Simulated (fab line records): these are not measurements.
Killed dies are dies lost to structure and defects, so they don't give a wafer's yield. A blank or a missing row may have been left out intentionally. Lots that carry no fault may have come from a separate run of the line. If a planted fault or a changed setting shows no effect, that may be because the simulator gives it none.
fab line records	flow n5_finfet
record lots=7	wafers=21	last_day=17
route steps=1938 shown PASSIVATION@1923
lots that met no fault: from a run of the same line without faults
start_h: start of the lot's first displayed wafer, in hours after the record's first day	wait_h: hours since the lot's step before	" unchanged from the row above	L1.1+2: a row that stands for several wafers	- either no value or no given start	* or withheld: withheld	< > ~ a bound
route shown NAME@n: names a module that has steps shown in the file, with the first one's number in the route	usual: average and standard deviation across the fault-free wafers	same: alike in all rows	chamber/n: place in a boat	sites: readings site by site	_std_site: the standard deviation of these	_edge_site: inner sites' mean taken away from outer sites' mean	radius_mm: how far each site lies from the wafer's centre	mask NAME#n: copy n	behind: the most recent tool/chamber to have shaped the wafer	hold: cause of the lot's hold/its duration in hours/its outcome	device: which transistor (n, p or np) failed to switch	end of line: the tests these same wafers got at the end of their route	where a step has no rows: the recipe by itself	killed: not the wafer's yield, but the dies lost to structure and defects at the first sort	map: the dies of a wafer, with x for killed, . for not killed, _ for no die there
set.NAME: the setting as run; set.NAME@STEP: as run at that earlier step	model.NAME: the simulator's own value behind a step, which no gauge read
lots at selected steps of the route; one table per step, one row per wafer
services: a tool's chamber out of use, with start hour (start_h, from the record's first day; less than 0 if before it), hours out, and reason
## steps
# step N5_PASSIVATION_DEVELOP_43
# recipe develop_time_s=60	rinse_liquid=diw	dry=air_spin	dev_temp_c=21
# step N5_PASSIVATION_HARDBAKE_45
# recipe temp_c=130	time_s=120
# step N5_PASSIVATION_CD_MEAS_44
# recipe target_cd_nm=40000	landing_energy_ev=500	detector=se_inlens
# usual cd_nm=40002/5.1
lot.wafer	tool	chamber	start_h	wait_h	cd_nm
L775.2	cd_sem-01	0	290.28	-	40007
L775.3	"	0	"	"	40002
L775.4	"	0	"	"	40013
L778.1	cd_sem-01	0	299.66	-	40005
L778.4	"	0	"	"	39999
L778.5	"	0	"	"	40004
L780.1	cd_sem-03	0	322.50	-	39997
L780.4	"	0	"	"	39998
L780.6	"	0	"	"	40008
L790.1	cd_sem-01	0	378.59	-	40003
L790.3	"	0	"	"	40002
L790.6	"	0	"	"	39989
L794.1	cd_sem-01	0	400.26	-	39997
L794.2	"	0	"	"	39998
L794.6	"	0	"	"	39997
L791.2	cd_sem-01	0	406.99	-	40010
L791.3	"	0	"	"	40009
L791.6	"	0	"	"	40001
L792.1	cd_sem-03	0	407.38	-	39991
L792.3	"	0	"	"	39998
L792.4	"	0	"	"	39995
# step N5_PASSIVATION_OVL_MEAS_66
# recipe points_per_wafer=44
# usual PASS_OPEN_OVL=0/4.6
lot.wafer	tool	chamber	start_h	wait_h	PASS_OPEN_OVL[nm]
L775.2	overlay-01	0	290.31	0.0	1
L775.3	"	0	"	"	-10
L775.4	"	0	"	"	-7
L778.1	overlay-02	0	299.69	0.0	3
L778.4	"	0	"	"	0
L778.5	"	0	"	"	-4
L780.1	overlay-02	0	322.53	0.0	1
L780.4	"	0	"	"	2
L780.6	"	0	"	"	5
L790.1	overlay-02	0	378.62	0.0	-4
L790.3	"	0	"	"	-4
L790.6	"	0	"	"	-7
L794.1	overlay-01	0	400.29	0.0	-1
L794.2	"	0	"	"	4
L794.6	"	0	"	"	3
L791.2	overlay-01	0	407.02	0.0	-3
L791.3	"	0	"	"	3
L791.6	"	0	"	"	-2
L792.1	overlay-01	0	407.41	0.0	-4
L792.3	"	0	"	"	-2
L792.4	"	0	"	"	-1
# step N5_PASSIVATION_INSPECT_67
# recipe mode=adi	inspect_instrument=macro
# usual raw_defect_count=2.0/1.5
lot.wafer	tool	chamber	start_h	wait_h	raw_defect_count
L775.2	defect_inspect-01	-	290.34	0.0	2
L775.3	"	-	"	"	3
L775.4	"	-	"	"	1
L778.1	defect_inspect-01	-	299.71	0.0	2
L778.4	"	-	"	"	5
L778.5	"	-	"	"	0
L780.1	defect_inspect-02	-	322.55	0.0	1
L780.4	"	-	"	"	4
L780.6	"	-	"	"	2
L790.1	defect_inspect-02	-	378.64	0.0	1
L790.3	"	-	"	"	2
L790.6	"	-	"	"	4
L794.1	defect_inspect-01	-	400.31	0.0	1
L794.2	"	-	"	"	0
L794.6	"	-	"	"	6
L791.2	defect_inspect-02	-	407.04	0.0	1
L791.3	"	-	"	"	5
L791.6	"	-	"	"	3
L792.1	defect_inspect-01	-	407.43	0.0	3
L792.3	"	-	"	"	2
L792.4	"	-	"	"	2
# step N5_PASSIVATION_DESCUM_46
# recipe chemistry=O2	time_s=7.9	source_power_w=50	bias_power_w=20	pressure_mtorr=20	rf_frequency_hz=2.712e+07	temp_c=40	o2_flow_sccm=225
# usual drypump_motor_current_A=5.6/0.37	oes_product_au=0.81/0.089	rf_vpp_V=242.7/1.3	showerhead_plenum_p_Torr=2.06/0.073	throttle_valve_pct=20.43/0.22
lot.wafer	tool	chamber	start_h	wait_h	drypump_motor_current_A	oes_product_au	rf_hours_counter_h	rf_vpp_V	showerhead_plenum_p_Torr	throttle_valve_pct
L775.2	rie_diel-04	2	290.37	0.0	6.0	0.68	247	243.6	2.05	20.45
L775.3	"	1	"	"	5.1	0.73	192	242.2	1.97	20.68
L775.4	"	2	"	"	6.0	0.68	-	242.4	2.05	20.45
L778.1	rie_diel-06	0	299.75	0.0	5.7	0.90	37	242.5	2.03	20.15
L778.4	"	1	"	"	6.2	0.84	83	241.6	2.00	20.49
L778.5	"	3	"	"	5.5	0.79	-	241.9	2.02	20.35
L780.1	rie_diel-04	2	322.58	0.0	6.0	0.99	2	241.5	2.05	20.14
L780.4	"	1	"	"	5.1	0.72	206	241.7	1.97	20.72
L780.6	"	1	"	"	5.1	0.72	-	239.8	1.97	20.71
L790.1	rie_diel-04	3	378.68	0.0	5.5	0.72	191	242.2	2.01	20.64
L790.3	"	0	"	"	6.1	0.89	27	243.8	2.16	20.35
L790.6	"	2	"	"	6.0	0.92	-	242.0	2.04	20.17
L794.1	rie_diel-02	0	401.89	1.6	5.9	0.89	48	243.2	2.14	20.34
L794.2	"	3	"	"	5.2	0.75	135	241.2	2.00	20.59
L794.6	"	1	"	"	5.7	0.91	-	245.7	2.22	20.05
L791.2	rie_diel-02	1	409.34	2.3	5.6	0.90	31	244.7	2.21	20.06
L791.3	"	0	"	"	5.9	0.88	52	242.9	2.14	20.34
L791.6	"	3	"	"	5.2	0.74	-	240.9	2.00	20.61
L792.1	rie_diel-02	1	410.36	2.9	5.7	0.89	31	245.4	2.21	20.06
L792.3	"	2	"	"	4.8	0.93	13	243.1	2.15	20.27
L792.4	"	3	"	"	5.2	0.74	140	243.2	2.00	20.60
# step N5_PASSIVATION_PASS_ETCH_47
# recipe chemistry=CF4/O2	target=SiNx	target_depth_a=7700	time_s=385	ion_energy_ev=100	pressure_mtorr=40	source_w=535	bias_w=49	Ar_flow_sccm=100	cf4_flow_sccm=100	O2_flow_sccm=10
# usual cf4_flow_sccm=100.0/0.32	drypump_motor_current_A=5.6/0.37	mfc_ar_sccm=100.00/0.29	oes_ar_750_au=0.81/0.083	oes_product_au=0.81/0.084	rf_vpp_V=238/9	showerhead_plenum_p_Torr=2.17/0.062	throttle_valve_pct=15.87/0.28
lot.wafer	tool	chamber	start_h	wait_h	cf4_flow_sccm	drypump_motor_current_A	mfc_ar_sccm	oes_ar_750_au	oes_product_au	rf_hours_counter_h	rf_vpp_V	showerhead_plenum_p_Torr	throttle_valve_pct
L775.2	rie_diel-04	2	290.41	0.0	100.0	6.0	99.96	0.68	0.68	247	230	2.16	15.99
L775.3	"	1	"	"	99.7	5.1	100.52	0.73	0.72	193	235	2.11	16.25
L775.4	"	2	"	"	100.0	5.9	99.86	0.69	0.68	-	229	2.16	15.98
L778.1	rie_diel-06	0	299.78	0.0	100.3	5.7	100.44	0.92	0.88	37	222	2.15	15.56
L778.4	"	1	"	"	99.6	6.2	99.97	0.82	0.84	83	256	2.14	16.08
L778.5	"	3	"	"	100.0	5.5	100.11	0.80	0.80	-	240	2.15	15.89
L780.1	rie_diel-04	2	322.62	0.0	99.9	6.0	99.71	0.97	0.97	2	228	2.16	15.53
L780.4	"	1	"	"	99.9	5.1	99.32	0.72	0.71	207	234	2.10	16.27
L780.6	"	1	"	"	100.0	5.2	100.04	0.72	0.72	-	235	2.10	16.27
L790.1	rie_diel-04	3	378.71	0.0	99.7	5.5	100.27	0.75	0.73	191	237	2.12	16.09
L790.3	"	0	"	"	99.9	6.1	100.26	0.90	0.88	27	233	2.23	15.52
L790.6	"	2	"	"	99.9	6.0	100.35	0.92	0.91	-	230	2.15	15.57
L794.1	rie_diel-02	0	401.92	0.0	99.6	5.9	100.24	0.84	0.87	48	248	2.25	15.66
L794.2	"	3	"	"	100.5	5.3	99.72	0.78	0.77	135	241	2.13	16.14
L794.6	"	1	"	"	99.9	5.6	100.32	0.89	0.90	-	237	2.33	15.47
L791.2	rie_diel-02	1	409.37	0.0	100.2	5.7	100.15	0.88	0.90	31	238	2.33	15.47
L791.3	"	0	"	"	100.1	5.9	99.83	0.84	0.86	52	249	2.25	15.64
L791.6	"	3	"	"	99.6	5.2	100.33	0.78	0.76	-	241	2.13	16.13
L792.1	rie_diel-02	1	410.39	0.0	99.4	5.6	99.96	0.89	0.90	31	238	2.33	15.48
L792.3	"	2	"	"	100.1	4.8	99.82	0.92	0.93	13	235	2.22	15.43
L792.4	"	3	"	"	99.6	5.2	100.51	0.78	0.76	140	240	2.13	16.14
# step N5_PASSIVATION_ETCH_54
# recipe chemistry=CHF3/O2	target=SiO2	target_depth_a=8800	CHF3_flow_sccm=50	O2_flow_sccm=5	Ar_flow_sccm=200	time_s=440	mask_material=PR	pressure_mtorr=30	source_w=650	bias_w=170	ion_energy_ev=200
# usual drypump_motor_current_A=5.6/0.37	mfc_ar_sccm=199.9/0.54	oes_ar_750_au=0.81/0.081	oes_product_au=0.81/0.084	rf_vpp_V=518/19	showerhead_plenum_p_Torr=2.38/0.067	throttle_valve_pct=18.82/0.26
lot.wafer	tool	chamber	start_h	wait_h	drypump_motor_current_A	mfc_ar_sccm	oes_ar_750_au	oes_product_au	rf_hours_counter_h	rf_vpp_V	showerhead_plenum_p_Torr	throttle_valve_pct
L775.2	rie_diel-04	2	290.63	0.1	6.0	200.1	0.68	0.68	248	502	2.37	18.89
L775.3	"	1	"	"	5.1	200.0	0.72	0.72	193	513	2.31	19.26
L775.4	"	2	"	"	6.0	200.3	0.68	0.68	-	501	2.37	18.90
L778.1	rie_diel-06	0	300.01	0.1	5.7	199.4	0.90	0.88	37	486	2.37	18.64
L778.4	"	1	"	"	6.2	199.6	0.83	0.83	83	555	2.32	18.96
L778.5	"	3	"	"	5.5	200.5	0.81	0.81	-	524	2.35	18.82
L780.1	rie_diel-04	2	322.85	0.1	6.0	200.2	0.98	0.97	2	500	2.36	18.52
L780.4	"	1	"	"	5.1	200.7	0.71	0.71	207	510	2.31	19.28
L780.6	"	1	"	"	5.1	199.8	0.71	0.71	-	511	2.31	19.28
L790.1	rie_diel-04	3	378.94	0.1	5.5	200.2	0.76	0.72	191	515	2.32	19.01
L790.3	"	0	"	"	6.1	199.2	0.90	0.89	27	508	2.46	18.54
L790.6	"	2	"	"	6.0	198.8	0.90	0.91	-	499	2.36	18.54
L794.1	rie_diel-02	0	402.15	0.1	5.9	199.6	0.85	0.87	48	539	2.46	18.63
L794.2	"	3	"	"	5.2	200.4	0.79	0.76	135	523	2.33	19.08
L794.6	"	1	"	"	5.6	199.5	0.89	0.90	-	516	2.54	18.37
L791.2	rie_diel-02	1	409.60	0.1	5.7	200.0	0.89	0.90	31	517	2.54	18.39
L791.3	"	0	"	"	5.9	200.2	0.84	0.87	52	538	2.46	18.62
L791.6	"	3	"	"	5.2	199.8	0.78	0.76	-	522	2.32	19.06
L792.1	rie_diel-02	1	410.62	0.1	5.6	199.5	0.89	0.90	31	516	2.54	18.39
L792.3	"	2	"	"	4.9	199.6	0.92	0.92	14	514	2.43	18.39
L792.4	"	3	"	"	5.2	200.1	0.78	0.76	140	523	2.32	19.08
# step N5_PASSIVATION_STRIP_48
# recipe chemistry=O2	power_w=600	temp_c=60	pressure_mtorr=30	rf_frequency_hz=6e+07	bias_power_w=0	overash_fraction=0.5	o2_flow_sccm=225
# usual drypump_motor_current_A=5.6/0.37	oes_product_au=0.81/0.087	rf_vpp_V=3.5/2.3	showerhead_plenum_p_Torr=2.06/0.073	throttle_valve_pct=16.66/0.25
lot.wafer	tool	chamber	start_h	wait_h	drypump_motor_current_A	oes_product_au	rf_hours_counter_h	rf_vpp_V	showerhead_plenum_p_Torr	throttle_valve_pct
L775.2	rie_diel-04	2	290.92	0.1	6.0	0.68	248	2.9	2.05	16.78
L775.3	"	1	"	"	5.1	0.76	193	3.7	1.98	16.95
L775.4	"	2	"	"	6.0	0.68	-	5.8	2.05	16.65
L778.1	rie_diel-06	0	300.30	0.1	5.7	0.90	37	5.2	2.04	16.37
L778.4	"	1	"	"	6.2	0.85	83	6.0	2.01	16.80
L778.5	"	3	"	"	5.5	0.81	-	2.1	2.02	16.59
L780.1	rie_diel-04	2	323.14	0.1	6.0	0.97	2	0.9	2.05	16.38
L780.4	"	1	"	"	5.1	0.74	207	5.2	1.97	17.06
L780.6	"	1	"	"	5.1	0.73	-	2.0	1.97	16.95
L790.1	rie_diel-04	3	379.23	0.1	5.5	0.72	191	0	2.01	16.96
L790.3	"	0	"	"	6.1	0.84	27	1.0	2.16	16.56
L790.6	"	2	"	"	6.0	0.88	-	3.7	2.04	16.39
L794.1	rie_diel-02	0	402.44	0.1	5.9	0.86	48	3.8	2.15	16.44
L794.2	"	3	"	"	5.2	0.77	135	4.8	2.00	16.84
L794.6	"	1	"	"	5.7	0.91	-	0.4	2.22	16.21
L791.2	rie_diel-02	1	409.89	0.1	5.6	0.91	31	4.3	2.22	16.32
L791.3	"	0	"	"	5.9	0.86	52	0	2.14	16.54
L791.6	"	3	"	"	5.2	0.74	-	4.8	2.00	16.90
L792.1	rie_diel-02	1	410.91	0.1	5.7	0.86	32	7.5	2.22	16.34
L792.3	"	2	"	"	4.9	0.92	14	3.8	2.15	16.49
L792.4	"	3	"	"	5.2	0.76	140	4.3	2.00	16.82
# step N5_PASSIVATION_STRIP_52
# recipe chemistry=post_etch_residue_remover	time_s=1200	temp_c=72.5
# step N5_PASSIVATION_CLEAN_71
# recipe chemistry=IPA	time_s=180	temp_c=25
# step N5_PASSIVATION_SRD_72
# recipe dry=ipa_marangoni	time_s=30	temp_c=23	rinse_liquid=diw
# step N5_PASSIVATION_ANNEAL_56
# recipe temp_c=400	time_s=1800	ambient=FGA	idle_temp_c=300	ramp_up_c_per_min=5	ramp_down_c_per_min=3
# usual spike_tc_bottom_C=423.9/2.3	spike_tc_centre_C=400.6/1.3
lot.wafer	tool	chamber	start_h	wait_h	spike_tc_bottom_C	spike_tc_centre_C
L775.2	furnace-02	0	291.42	0.0	424.9	401.2
L775.3	"	0	"	"	426.3	402.1
L775.4	"	0	"	"	425.5	402.8
L778.1	furnace-03	0	300.79	0.0	422.3	401.5
L778.4	"	0	"	"	421.0	399.5
L778.5	"	0	"	"	420.9	398.9
L780.1	furnace-01	0	323.63	0.0	424.7	399.8
L780.4	"	0	"	"	423.6	402.7
L780.6	"	0	"	"	425.9	399.6
L790.1	furnace-03	-	379.72	0.0	-	-
L790.3	"	-	"	"	-	-
L790.6	"	-	"	"	-	-
L794.1	furnace-02	0	402.94	0.0	425.6	402.2
L794.2	"	0	"	"	426.9	401.9
L794.6	"	0	"	"	426.8	399.4
L791.2	furnace-03	-	410.42	0.0	-	-
L791.3	"	-	"	"	-	-
L791.6	"	-	"	"	-	-
L792.1	furnace-01	-	411.41	0.0	-	-
L792.3	"	-	"	"	-	-
L792.4	"	-	"	"	-	-
# step N5_PASSIVATION_PROBE_49
# usual defect_limited_yield=91.3/1.5	killed_at_M0_to_M3=35/8.7	killed_at_M4_up=14/5.5	killed_at_contacts=11/5.6	killed_at_front_end=39/13	killed_at_other=3.7/2.2	killed_dies=103/18	killed_open=69/14	killed_short=33/7.8	sort_bin_4_leakage=0.02/0.15	sort_bin_5_function=5.1/0.99	sort_bin_6_memory=3.3/0.67	sort_bin_8_speed=0.02/0.17	sort_n_pass=1077/18	sort_yield_pct=91.2/1.5
# same gross_dies=1180	killed_at_back_side=0
lot.wafer	tool	chamber	start_h	wait_h	defect_limited_yield[%]	killed_at_M0_to_M3	killed_at_M4_up	killed_at_contacts	killed_at_front_end	killed_at_other	killed_dies	killed_open	killed_short	sort_bin_4_leakage[%]	sort_bin_5_function[%]	sort_bin_6_memory[%]	sort_bin_8_speed[%]	sort_n_pass	sort_yield_pct[%]
L778.1	prober-01	-	302.80	0.0	92.4	24	21	5	36	4	90	59	28	0	4.6	2.8	0	1090	92.4
L778.4	prober-01	-	302.95	0.2	93.4	18	11	16	31	2	78	55	23	0	3.9	2.4	0	1102	93.4
L778.5	prober-01	-	303.00	0.2	91.4	31	13	13	38	7	102	59	42	0	6.3	2.1	0	1078	91.4
L790.1	prober-02	-	381.72	0.0	90.7	37	5	15	51	2	110	83	24	0	5.7	3.4	0	1070	90.7
L790.3	prober-02	-	381.82	0.1	90.4	37	17	10	44	5	113	68	44	0	5.0	4.1	0	1067	90.4
L790.6	prober-02	-	381.97	0.3	88.2	58	21	11	46	3	139	100	34	0	6.8	4.3	0	1041	88.2
# killed by level:class
L778.1 BEOL_M4:geometric_particle:open=8 DUMMY_GATE:geometric_particle:open=7 GATE_CUT:geometric_particle:short=6 BEOL_M0_SAQP:geometric_particle:short=6 BEOL_M0_SAQP:geometric_particle:open=6 FIN_SAQP:geometric_particle:open=5 BEOL_M1:geometric_particle:open=5 GATE_CUT:geometric_particle:open=4
L778.4 MOL_CONTACT_COAG:geometric_particle:open=13 FIN_SAQP:geometric_particle:open=7 BEOL_M0_SAQP:geometric_particle:open=7 BEOL_M4:geometric_particle:open=6 FIN_SAQP:geometric_particle:short=5 BEOL_M3:geometric_particle:open=5 STI_FIN_REVEAL:geometric_particle:open=4 STARTING-WAFER:geometric_particle:short=3
L778.5 FIN_SAQP:geometric_particle:open=10 MOL_CONTACT_COAG:geometric_particle:open=9 FIN_SAQP:geometric_particle:short=6 BEOL_M2:geometric_particle:short=6 BEOL_M3:geometric_particle:open=6 BEOL_M2:geometric_particle:open=5 BEOL_M3:geometric_particle:short=5 BEOL_M4:geometric_particle:open=5
L790.1 STI_FIN_REVEAL:geometric_particle:open=16 MOL_CONTACT_COAG:geometric_particle:open=14 BEOL_M3:geometric_particle:open=11 BEOL_M2:geometric_particle:open=10 FIN_SAQP:geometric_particle:open=9 ILD0:geometric_particle:open=5 DUMMY_GATE:geometric_particle:open=4 ILD0:geometric_particle:short=4
L790.3 BEOL_M3:geometric_particle:open=12 BEOL_M2:geometric_particle:open=10 ILD0:geometric_particle:short=7 MOL_CONTACT_COAG:geometric_particle:open=7 STI_FIN_REVEAL:geometric_particle:open=6 BEOL_M4:geometric_particle:short=6 DUMMY_GATE:geometric_particle:open=5 DUMMY_GATE:geometric_particle:short=5
L790.6 BEOL_M3:geometric_particle:open=13 BEOL_M1:geometric_particle:open=13 BEOL_M0_SAQP:geometric_particle:open=11 STI_FIN_REVEAL:geometric_particle:open=10 MOL_CONTACT_COAG:geometric_particle:open=10 BEOL_M0_SAQP:geometric_particle:short=9 BEOL_M2:geometric_particle:open=6 ILD0:geometric_particle:short=5
## services
tool	chamber	start_h	hours	kind
rie_diel-04	3	275.02	10.0	repair
rie_diel-06	3	280.34	5.1	repair
furnace-02	-	281.37	1.1	repair
rie_diel-04	0	285.05	-	clean
rie_diel-04	0	285.05	-	consumable_replace:focus_ring
rie_diel-04	0	285.05	18.8	scheduled_down
rie_diel-04	0	285.05	18.8	vent_cycle
rie_diel-04	2	304.11	-	clean
rie_diel-04	2	304.11	-	consumable_replace:focus_ring
rie_diel-04	2	304.11	12.8	scheduled_down
rie_diel-04	2	304.11	12.8	vent_cycle
rie_diel-02	1	317.81	-	clean
rie_diel-02	1	317.81	-	consumable_replace:focus_ring
rie_diel-02	1	317.81	-	consumable_replace:showerhead
rie_diel-02	1	317.81	17.8	scheduled_down
rie_diel-02	1	317.81	17.8	vent_cycle
rie_diel-04	2	361.65	6.5	repair
rie_diel-02	2	366.02	-	clean
rie_diel-02	2	366.02	-	consumable_replace:focus_ring
rie_diel-02	2	366.02	15.2	scheduled_down
rie_diel-02	2	366.02	15.2	vent_cycle
rie_diel-06	2	379.64	-	clean
rie_diel-06	2	379.64	-	consumable_replace:focus_ring
rie_diel-04	-	401.02	14.6	pm
## key
first_sign step=N5_PASSIVATION_ANNEAL_56	reading=tool_record	direction=missing
effect none on later readings
met_at N5_PASSIVATION_ANNEAL_56
struck_wafers L790.1,L790.3,L790.6,L791.2,L791.3,L791.6,L792.1,L792.3,L792.4
onset_between 323.63 379.72
fault kind=skipped_step_whole	tool=furnace-01,furnace-03	chamber=-	onset_h=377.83	steps=N5_PASSIVATION_ANNEAL_56	scope=struck_lots_only
